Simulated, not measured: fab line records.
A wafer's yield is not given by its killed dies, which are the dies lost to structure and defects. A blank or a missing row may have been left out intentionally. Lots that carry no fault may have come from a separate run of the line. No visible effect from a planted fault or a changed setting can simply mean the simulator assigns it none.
Lot-split experiment || flow n5 finfet || 21 wafers read from 7 lots, route of 1938 steps

ON THE SPLIT
At N5_BEOL_M7_VIA_ETCH_34 (etches SiCOH lowk in C4F6/O2, target depth 125.5 nm, time 50.5 s), the setting time s was moved away from the recipe's 50.5 s on 6 of the 21 wafers read, by -14.3% to +21.8%. The other wafers ran this setting at the recipe's value.

The reading is taken at the split's own step.

THE READING
SOC_of_BEOL_M7_COAT_63.thk nm (the simulator's own value, which no gauge read), in nm, at N5_BEOL_M7_VIA_ETCH_34 (etches SiCOH lowk in C4F6/O2, target depth 125.5 nm, time 50.5 s). The file gives no usual value for it. Average 53.8 nm, standard deviation 0.16 nm, over the 15 wafers here run with the recipe.

{"wafer": "L077.1", "tool, chamber at the split": "rie diel-03, 0", "time s as run, s": 50.5, "against the recipe": "recipe", "SOC_of_BEOL_M7_COAT_63.thk nm, nm": 53.8, "against lot-mates on the recipe": "-"}
{"wafer": "L077.3", "tool, chamber at the split": "rie diel-03, 2", "time s as run, s": 50.5, "against the recipe": "recipe", "SOC_of_BEOL_M7_COAT_63.thk nm, nm": 53.6, "against lot-mates on the recipe": "-"}
{"wafer": "L077.4", "tool, chamber at the split": "rie diel-03, 1", "time s as run, s": 50.5, "against the recipe": "recipe", "SOC_of_BEOL_M7_COAT_63.thk nm, nm": 53.8, "against lot-mates on the recipe": "-"}
{"wafer": "L081.3", "tool, chamber at the split": "rie diel-03, 1", "time s as run, s": 50.5, "against the recipe": "recipe", "SOC_of_BEOL_M7_COAT_63.thk nm, nm": 53.6, "against lot-mates on the recipe": "-"}
{"wafer": "L081.5", "tool, chamber at the split": "rie diel-03, 1", "time s as run, s": 50.5, "against the recipe": "recipe", "SOC_of_BEOL_M7_COAT_63.thk nm, nm": 53.8, "against lot-mates on the recipe": "-"}
{"wafer": "L081.6", "tool, chamber at the split": "rie diel-03, 3", "time s as run, s": 45.69, "against the recipe": "-9.5%", "SOC_of_BEOL_M7_COAT_63.thk nm, nm": 54.2, "against lot-mates on the recipe": "+0.5"}
{"wafer": "L088.1", "tool, chamber at the split": "rie diel-04, 0,2", "time s as run, s": 61.53, "against the recipe": "+21.8%", "SOC_of_BEOL_M7_COAT_63.thk nm, nm": 52.8, "against lot-mates on the recipe": -1.0}
{"wafer": "L088.3", "tool, chamber at the split": "rie diel-04, 0,2", "time s as run, s": 61.53, "against the recipe": "+21.8%", "SOC_of_BEOL_M7_COAT_63.thk nm, nm": 52.8, "against lot-mates on the recipe": -1.0}
{"wafer": "L088.5", "tool, chamber at the split": "rie diel-04, 0", "time s as run, s": 50.5, "against the recipe": "recipe", "SOC_of_BEOL_M7_COAT_63.thk nm, nm": 53.8, "against lot-mates on the recipe": "-"}
{"wafer": "L090.1", "tool, chamber at the split": "rie diel-03, 2", "time s as run, s": 50.5, "against the recipe": "recipe", "SOC_of_BEOL_M7_COAT_63.thk nm, nm": 53.6, "against lot-mates on the recipe": "-"}
{"wafer": "L090.4", "tool, chamber at the split": "rie diel-03, 2", "time s as run, s": 50.5, "against the recipe": "recipe", "SOC_of_BEOL_M7_COAT_63.thk nm, nm": 53.8, "against lot-mates on the recipe": "-"}
{"wafer": "L090.5", "tool, chamber at the split": "rie diel-03, 3", "time s as run, s": 50.5, "against the recipe": "recipe", "SOC_of_BEOL_M7_COAT_63.thk nm, nm": 53.6, "against lot-mates on the recipe": "-"}
{"wafer": "L091.3", "tool, chamber at the split": "rie diel-03, 0", "time s as run, s": 50.5, "against the recipe": "recipe", "SOC_of_BEOL_M7_COAT_63.thk nm, nm": 53.8, "against lot-mates on the recipe": "-"}
{"wafer": "L091.4", "tool, chamber at the split": "rie diel-03, 2", "time s as run, s": 50.5, "against the recipe": "recipe", "SOC_of_BEOL_M7_COAT_63.thk nm, nm": 53.8, "against lot-mates on the recipe": "-"}
{"wafer": "L091.6", "tool, chamber at the split": "rie diel-03, 2", "time s as run, s": 50.5, "against the recipe": "recipe", "SOC_of_BEOL_M7_COAT_63.thk nm, nm": 53.8, "against lot-mates on the recipe": "-"}
{"wafer": "L095.3", "tool, chamber at the split": "rie diel-04, 2", "time s as run, s": 56.22, "against the recipe": "+11.3%", "SOC_of_BEOL_M7_COAT_63.thk nm, nm": 53.6, "against lot-mates on the recipe": -0.4}
{"wafer": "L095.4", "tool, chamber at the split": "rie diel-04, 2", "time s as run, s": 56.22, "against the recipe": "+11.3%", "SOC_of_BEOL_M7_COAT_63.thk nm, nm": 53.6, "against lot-mates on the recipe": -0.4}
{"wafer": "L095.6", "tool, chamber at the split": "rie diel-04, 3", "time s as run, s": 50.5, "against the recipe": "recipe", "SOC_of_BEOL_M7_COAT_63.thk nm, nm": 54, "against lot-mates on the recipe": "-"}
{"wafer": "L096.1", "tool, chamber at the split": "rie diel-02, 3", "time s as run, s": 50.5, "against the recipe": "recipe", "SOC_of_BEOL_M7_COAT_63.thk nm, nm": 54.2, "against lot-mates on the recipe": "-"}
{"wafer": "L096.4", "tool, chamber at the split": "rie diel-02, 3", "time s as run, s": 43.29, "against the recipe": "-14.3%", "SOC_of_BEOL_M7_COAT_63.thk nm, nm": 55, "against lot-mates on the recipe": "+0.9"}
{"wafer": "L096.5", "tool, chamber at the split": "rie diel-02, 0", "time s as run, s": 50.5, "against the recipe": "recipe", "SOC_of_BEOL_M7_COAT_63.thk nm, nm": 54, "against lot-mates on the recipe": "-"}
Rows listing several chambers each stand for several wafers; the file does not say which wafer went through which chamber.

FIT RESULTS
A straight line over all 21 wafers: SOC_of_BEOL_M7_COAT_63.thk nm changes by -0.0476 nm for each +1% of time s; r = -0.89; the points scatter about the line by 0.21 nm.
The same after taking each lot's own level away (the mean of its wafers on the recipe; 21 wafers): -0.0476 nm for each +1%; r = -0.97; scatter 0.094 nm.
On that fit, the largest move of time s shifts the reading by 1 nm.
From 53.67 to 54.10 nm: that is the span of the lots' own levels, equal to 2.7 times the standard deviation above.
The two slopes agree, so the slope changes little with the lot-to-lot level.
Check: with one of the wafers moved furthest among these (+21.8%) left out of the fit, the line predicts -1.01 nm for it against its lot-mates. It came out at -1 nm against them.

THE WHOLE CHAIN: every reading that the file lists as answering this split, in the file's order
{"step": "N5_BEOL_M7_VIA_ETCH_34", "what it does": "etches SiCOH lowk in C4F6/O2, target depth 125.5 nm, time 50.5 s", "reading": "etch.depth nm (the simulator's own value, which no gauge read)", "change (the file's fit)": "+1.12 nm for each +1% of the setting", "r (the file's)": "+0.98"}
{"step": "N5_BEOL_M7_VIA_ETCH_34", "what it does": "etches SiCOH lowk in C4F6/O2, target depth 125.5 nm, time 50.5 s", "reading": "SOC_of_BEOL_M7_COAT_63.thk nm (the simulator's own value, which no gauge read)", "change (the file's fit)": "-0.0489 nm for each +1% of the setting", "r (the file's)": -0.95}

FILE'S OWN FIT
SOC_of_BEOL_M7_COAT_63.thk nm changes by -0.0489 nm for each +1% of time s, r = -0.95.
